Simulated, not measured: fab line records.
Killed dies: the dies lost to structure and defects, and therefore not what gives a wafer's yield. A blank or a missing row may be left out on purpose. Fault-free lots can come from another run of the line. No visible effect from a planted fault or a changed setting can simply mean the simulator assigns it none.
What tool caused it? | flow nand harc | 6 lots, 18 wafers sampled, at 2 steps of a route of 1159

## WHAT THE GAUGES READ, wafer by wafer
NHARC_P_GATE_CD_MEAS_26: the cd target is 120 nm.
lot  | measured     | on        | cd nm (nm)
L682 | day 5 00:04  | cd sem-03 | 120.7 119.5 120.0
L686 | day 5 22:24  | cd sem-01 | 119.7 118.0 118.8
L688 | day 6 13:22  | cd sem-02 | 118.6 119.2 118.1
L690 | day 6 20:19  | cd sem-01 | 119.4 118.8 118.9
L693 | day 7 20:57  | cd sem-01 | 106.0 105.6 106.2
L702 | day 10 01:52 | cd sem-01 | 118.1 119.3 120.0

## WHAT TOOL EACH LOT RAN ON (gives the tool, then ch and the chambers of the sampled wafers, and finally the start)
lot  | NHARC_P_GATE_EXPOSE_23
L682 | arfi scanner-02 ch 0, day 4 23:55
L686 | arfi scanner-02 ch 0, day 5 22:16
L688 | arfi scanner-02 ch 0, day 6 13:14
L690 | arfi scanner-01 ch 0, day 6 20:11
L693 | arfi scanner-02 ch 0, day 7 20:49
L702 | arfi scanner-02 ch 0, day 10 01:44
- NHARC_P_GATE_EXPOSE_23: exposes mask P GATE, target cd 120 nm.

## THE ANSWER, worked out from the rows above alone
Rule: the lots themselves supply what counts as usual. The widest of any qualifying gaps counts: lots, ordered by their means at a reading, are off when they make up no more than a third of the lots, leave a main group of 4 or more, and stand apart from it by 3 or more times the standard deviation of that group's means. A main group whose means are all the same, to the digits that the tables above print for the reading, isn't used. Also off: a lot with no number at a reading for which 4 or more lots have one. The other lots that the step has rows for count as sound.
Off: L693 (NHARC_P_GATE_CD_MEAS_26, cd nm). Mean 119.1 nm and standard deviation 0.49 in the main group.
A tool fits if, at a process step before that reading, it ran every lot that is off, and no sound lot after the first of them. Those tools and the gauges at NHARC_P_GATE_CD_MEAS_26 are tried in the same way. Of those tried, none fits.

## WHAT THE SIMULATOR HAD PUT IN
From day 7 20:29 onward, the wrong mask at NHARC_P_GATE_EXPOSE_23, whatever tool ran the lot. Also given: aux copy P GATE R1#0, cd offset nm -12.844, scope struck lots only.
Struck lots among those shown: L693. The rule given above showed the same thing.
